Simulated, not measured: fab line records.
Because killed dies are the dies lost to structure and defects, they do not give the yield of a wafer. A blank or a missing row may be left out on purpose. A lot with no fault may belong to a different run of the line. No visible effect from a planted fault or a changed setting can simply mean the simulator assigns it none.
Split-lot trial + flow n5Finfet + on a route of 1938 steps: 7 lots, 21 wafers read

THE SPLIT ITSELF
At N5_FIN_CUT_EXPOSE_05 (exposes mask FIN CUT), the setting doseMj was moved away from the recipe's 45.75 on 9 of the 21 wafers read, by -6.9% to +7.3%. The other wafers ran this setting at the recipe's value.

FROM THE SPLIT TO THE READING: what the file shows between them, 2 steps
- N5_FIN_CUT_PEB_06: peb time 60 s
- N5_FIN_CUT_DEVELOP_07: develop time 30 s

THE READING
cdNm, in nm, at N5_FIN_CUT_CD_MEAS_08 (target cd 29.1 nm). Typical for fault-free wafers on this fab line: 29.14 nm, with standard deviation 0.25 nm.

| wafer  | tool, chamber at the split | doseMj as run | against the recipe | cdNm, nm | against lot-mates on the recipe |
|--------|----------------------------|---------------|--------------------|----------|---------------------------------|
| L075.2 | euvScanner-02, 0           | 45.75         | recipe             | 29.17    | -                               |
| L075.3 | euvScanner-02, 0           | 42.6          | -6.9%              | 27.86    | -1.31                           |
| L075.5 | euvScanner-02, 0           | 42.6          | -6.9%              | 28.14    | -1.03                           |
| L084.3 | euvScanner-01, 0           | 48.96         | +7.0%              | 30.28    | no lot-mate on the recipe       |
| L084.5 | euvScanner-01, 0           | 48.96         | +7.0%              | 30.37    | no lot-mate on the recipe       |
| L084.6 | euvScanner-01, 0           | 48.96         | +7.0%              | 30.42    | no lot-mate on the recipe       |
| L085.1 | euvScanner-02, 0           | 49.09         | +7.3%              | 30.08    | +0.52                           |
| L085.4 | euvScanner-02, 0           | 49.09         | +7.3%              | 30.42    | +0.86                           |
| L085.6 | euvScanner-02, 0           | 45.75         | recipe             | 29.56    | -                               |
| L090.3 | euvScanner-01, 0           | 45.75         | recipe             | 29.17    | -                               |
| L090.4 | euvScanner-01, 0           | 45.75         | recipe             | 29.32    | -                               |
| L090.5 | euvScanner-01, 0           | 45.75         | recipe             | 29.30    | -                               |
| L092.1 | euvScanner-01, 0           | 43.71         | -4.5%              | 28.53    | -0.70                           |
| L092.3 | euvScanner-01, 0           | 43.71         | -4.5%              | 28.26    | -0.97                           |
| L092.4 | euvScanner-01, 0           | 45.75         | recipe             | 29.23    | -                               |
| L093.3 | euvScanner-02, 0           | 45.75         | recipe             | 28.86    | -                               |
| L093.4 | euvScanner-02, 0           | 45.75         | recipe             | 29.26    | -                               |
| L093.5 | euvScanner-02, 0           | 45.75         | recipe             | 28.93    | -                               |
| L096.2 | euvScanner-01, 0           | 45.75         | recipe             | 28.86    | -                               |
| L096.3 | euvScanner-01, 0           | 45.75         | recipe             | 29.06    | -                               |
| L096.5 | euvScanner-01, 0           | 45.75         | recipe             | 29.28    | -                               |

THE FIT
A straight line over all 21 wafers: cdNm changes by +0.165 nm for each +1% of doseMj; r = +0.97; the points scatter about the line by 0.19 nm.
The same after taking each lot's own level away (the mean of its wafers on the recipe; 18 wafers): +0.137 nm for each +1%; r = +0.94; scatter 0.19 nm.
That fit puts the effect of the largest move of doseMj on the reading at 1 nm.
The lots' own levels span 29.017 to 29.560 nm, that is 2.2 times the standard deviation above.
So the lot-to-lot level changes the slope: the two fits differ.
Check: +1.09 nm against its lot-mates is what the line predicts for one of the wafers moved furthest among these (+7.3%) when that wafer is left out of the fit. It came out at +0.52 nm against them.

THE OTHER SPLITS THESE WAFERS WENT THROUGH
Note: prior to the reading, these wafers also went through further splits. Each is held against what the fit with the lots' levels taken away leaves over:
| other split on the same wafers        | wafers away from the commonest value | r with cdNm (lot level and that fit taken away) |
|---------------------------------------|--------------------------------------|-------------------------------------------------|
| N5_ZERO_LAYER_COAT_05 spinRpm         | 5                                    | -0.17                                           |
| N5_ZERO_LAYER_DEVELOP_10 developTimeS | 6                                    | -0.23                                           |
| N5_WELL_APT_EXPOSE_05 doseMj          | 9                                    | +0.06                                           |
| N5_WELL_APT_PEB_06 pebTimeS           | 5                                    | +0.32                                           |
| N5_FIN_SAQP_PECVD_48 timeS            | 8                                    | -0.28                                           |
| N5_FIN_CUT_COAT_02 spinRpm            | 11                                   | -0.07                                           |

THE WHOLE CHAIN: every reading that the file lists as answering this split, in the file's order
| step                   | what it does                                                         | reading                                                             | change (the file's fit)               | r (the file's) |
|------------------------|----------------------------------------------------------------------|---------------------------------------------------------------------|---------------------------------------|----------------|
| N5_FIN_CUT_CD_MEAS_08  | target cd 29.1 nm                                                    | cdNm                                                                | +0.139 nm for each +1% of the setting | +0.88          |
| N5_FIN_CUT_ETCH_30     | etches underlayer in N2/H2, target depth 13 nm, time 10.4 s          | FIN_CUT.cdOffsetNm (the simulator's own value, which no gauge read) | +0.192 nm for each +1% of the setting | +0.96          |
| N5_FIN_CUT_CUT_ETCH_26 | etches SiNx in CH3F/O2, target depth 39 nm, time 55.7 s              | FIN_CUT.cdOffsetNm (the simulator's own value, which no gauge read) | +0.212 nm for each +1% of the setting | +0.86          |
| N5_FIN_CUT_CUT_ETCH_27 | etches SiO2 in CHF3/O2, target depth 4 nm, overetch 2 nm, time 4.9 s | FIN_CUT.cdOffsetNm (the simulator's own value, which no gauge read) | +0.234 nm for each +1% of the setting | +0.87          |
| N5_FIN_CUT_PRECLEAN_35 | cleans in vHF, time 13.3 s                                           | FIN_CUT.cdOffsetNm (the simulator's own value, which no gauge read) | +0.218 nm for each +1% of the setting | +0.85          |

THE FILE'S OWN FIT
cdNm changes by +0.139 nm for each +1% of doseMj, r = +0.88.
